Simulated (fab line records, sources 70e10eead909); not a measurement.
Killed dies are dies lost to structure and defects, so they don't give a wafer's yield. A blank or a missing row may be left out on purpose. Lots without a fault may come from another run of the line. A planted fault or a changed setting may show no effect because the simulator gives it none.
fab line records | flow nand_harc
record lots=7 wafers=21 last_day=26
route steps=1159 shown P_STI@108 P_GATE@110
lots that met no fault: from a run of the same line without faults
start_h: hours from the record's first day to the start of the lot's first wafer shown | wait_h: hours since the lot's step before | " the same as in the row above | L1.1+2: a row that stands for several wafers | - no value, or no start given | * or withheld: withheld | < > ~ a bound
route shown NAME@n: a module of which the file shows steps, and the number in the route of the first | usual: mean/standard deviation of fault-free wafers | same: alike in all rows | chamber/n: place in a boat | sites: the reading at each site | _std_site: their standard deviation | _edge_site: outer sites' mean less inner sites' | radius_mm: how far each site lies from the wafer's centre | mask NAME#n: copy n | behind: the tool/chamber that last shaped the wafer | hold: why the lot was held/for how many hours/how that ended | device: the transistor (n, p or np) that didn't switch | end of line: the same wafers' tests at the end of the route | a step without rows: its recipe alone | killed: dies lost to structure and defects at the first sort, not the wafer's yield | map: a wafer's dies, x killed, . not, _ none there
set.NAME: the setting as run; set.NAME@STEP: as run at that earlier step | model.NAME: the simulator's own value behind a step, which no gauge read
lots at some steps of the route; a table a step, a row a wafer
services: from which hour (start_h, from the record's first day; less than 0 if before it) a tool's chamber was out of use, for how many hours, and why
## steps
# step NHARC_P_STI_OXIDE_40
# recipe target_thk_a=100 temp_c=900 ox_time_s=1362 material=SiO2
# step NHARC_P_STI_INSPECT_25
# usual raw_defect_count=209/66
# columns lot.wafer tool chamber start_h wait_h raw_defect_count
L319.1 defect_inspect-01 - 67.58 0.4 180
L319.3 " - " " 299
L319.4 " - " " 229
L326.1 defect_inspect-01 - 110.79 0.4 174
L326.2 " - " " 371
L326.5 " - " " 194
L336.3 defect_inspect-01 - 168.60 0.4 234
L336.4 " - " " 192
L336.6 " - " " 121
L337.2 defect_inspect-02 - 173.32 0.4 156
L337.3 " - " " 137
L337.4 " - " " 211
L338.2 defect_inspect-01 - 173.32 0.4 195
L338.4 " - " " 155
L338.6 " - " " 243
L341.4 defect_inspect-02 - 198.07 0.4 225
L341.5 " - " " 118
L341.6 " - " " 156
L342.1 defect_inspect-02 - 204.06 0.4 82
L342.4 " - " " 258
L342.5 " - " " 156
# step NHARC_P_GATE_ETCH_69
# recipe target_depth_a=140 chemistry=dHF material=SiO2
# step NHARC_P_GATE_PRECLEAN_70
# recipe time_s=* temp_c=50 bath_age_min=0 chemistry=SC1
# step NHARC_P_GATE_SRD_01
# step NHARC_P_GATE_OXIDE_02
# recipe target_thk_a=375 temp_c=950 p_h2o_torr=720 ox_time_s=365 material=SiO2
# step NHARC_P_GATE_DEHYDRATE_03
# recipe temp_c=150 time_s=120
# step NHARC_P_GATE_HMDS_04
# recipe time_s=30
# step NHARC_P_GATE_COAT_05
# recipe spin_rpm=4690
# step NHARC_P_GATE_SOFTBAKE_06
# recipe temp_c=122 time_s=95
# step NHARC_P_GATE_EBR_07
# step NHARC_P_GATE_EXPOSE_08
# recipe na=0.6 dose_mj=16.75 mask_id=P_HV
# step NHARC_P_GATE_PEB_09
# recipe peb_temp_c=118 peb_time_s=85
# usual chill_plate_temp_C=22.99/0.11 exhaust_pa=44.8/0.94
# columns lot.wafer tool chamber start_h wait_h chill_plate_temp_C exhaust_pa
L319.1 litho_track-03 0 75.71 0.1 23.12 44.4
L319.3 " 0 " " 23.26 45.0
L319.4 " 0 " " 23.10 44.3
L326.1 litho_track-02 0 121.92 0.1 23.13 45.2
L326.2 " 0 " " 22.93 45.1
L326.5 " 0 " " 23.10 44.1
L336.3 litho_track-03 - 176.83 0.1 - -
L336.4 " - " " - -
L336.6 " - " " - -
L338.2 litho_track-07 - 181.26 0.1 - -
L338.4 " - " " - -
L338.6 " - " " - -
L337.2 litho_track-02 - 181.42 0.1 - -
L337.3 " - " " - -
L337.4 " - " " - -
L341.4 litho_track-02 0 206.75 0.0 22.89 44.9
L341.5 " 0 " " 22.99 44.3
L341.6 " 0 " " 23.01 44.2
L342.1 litho_track-02 0 212.24 0.1 23.00 45.8
L342.4 " 0 " " 23.04 45.0
L342.5 " 0 " " 23.06 45.5
# step NHARC_P_GATE_DEVELOP_10
# recipe time_s=70
## services
# columns tool chamber start_h hours kind
litho_track-02 - 165.00 7.0 pm
litho_track-07 - 189.00 7.0 pm
## key
first_sign step=NHARC_P_GATE_PEB_09 reading=tool_record direction=missing
effect none on later readings
met_at NHARC_P_GATE_PEB_09
struck_wafers L336.3,L336.4,L336.6,L337.2,L337.3,L337.4,L338.2,L338.4,L338.6
later_rows_left_out L336.3,L336.4,L336.6,L337.2,L337.3,L337.4,L338.2,L338.4,L338.6
sort_left_out L336.3,L336.4,L336.6,L337.2,L337.3,L337.4,L338.2,L338.4,L338.6
tester_left_out L336,L337,L338
onset_between 121.92 176.83
fault kind=skipped_step_whole tool=litho_track-02,litho_track-03,litho_track-07 chamber=- onset_h=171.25 steps=NHARC_P_GATE_PEB_09 scope=struck_lots_only
# tester_left_out: of these lots the tester's yield and bins aren't shown, on N5 and GAA mostly nor the transistor test; their killed dies are dies lost to structure and defects alone, not to doping, threshold or leakage, so they don't give the yield
# sort_left_out: the simulated sort isn't trusted on such a fault, so these wafers' sort isn't shown, and their yield isn't known
# later_rows_left_out: the simulator's readings of these wafers behind a module that went badly wrong aren't trusted and aren't shown, but for the sort
